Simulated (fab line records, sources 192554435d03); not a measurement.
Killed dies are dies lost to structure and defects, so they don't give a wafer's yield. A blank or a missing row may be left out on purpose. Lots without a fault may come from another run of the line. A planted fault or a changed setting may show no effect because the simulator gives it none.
Chamber matching | flow n5_finfet | N5_BEOL_M13_ETCH_59 on rie_diel-06: 4 sister chambers
The step etches BARC in N2/H2, target depth 89 nm, overetch 26.7 nm, time 67.9 s. 4 wafers are shown with their chamber, then 7 later ones without.

WAFERS WITH THEIR CHAMBER
wafer  | chamber | drypump_motor_current_A (A)
L088.2 | 0       | 5.8
L088.6 | 3       | 5.8
L089.2 | 2       | 5.5
L089.3 | 1       | 5.9

WAFERS WITHOUT THEIR CHAMBER
wafer  | drypump_motor_current_A (A)
L089.6 | 5.8
L090.4 | 5.9
L090.5 | 5.9
L090.6 | 5.6
L095.2 | 5.8
L095.3 | 5.9
L095.5 | 5.5

WHICH CHAMBER EACH WENT THROUGH
wafer  | from the rows above     | in truth
L089.6 | can't be placed: 0 or 3 | 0
L090.4 | 1                       | 1
L090.5 | 1                       | 1
L090.6 | 2                       | 2
L095.2 | can't be placed: 0 or 3 | 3
L095.3 | 1                       | 1
L095.5 | 2                       | 2
Placed correctly: 5 of 7. Can't be placed from these rows: 2 (the true chamber is among the candidates in 2). Placed wrongly: 0.
How it was worked out, from the rows above alone: a wafer's distance from a chamber is the root of the sum, over the readings, of the square of ((its reading less the chamber's mean) divided by the reading's scatter). The wafer belongs to the nearest chamber; if the next one is less than 2 further off, it can't be placed. A chamber's mean is the mean of its shown wafers. The scatter: with one shown wafer a chamber, the root of the mean of the squares of how far each hidden wafer lies from its nearest shown one.
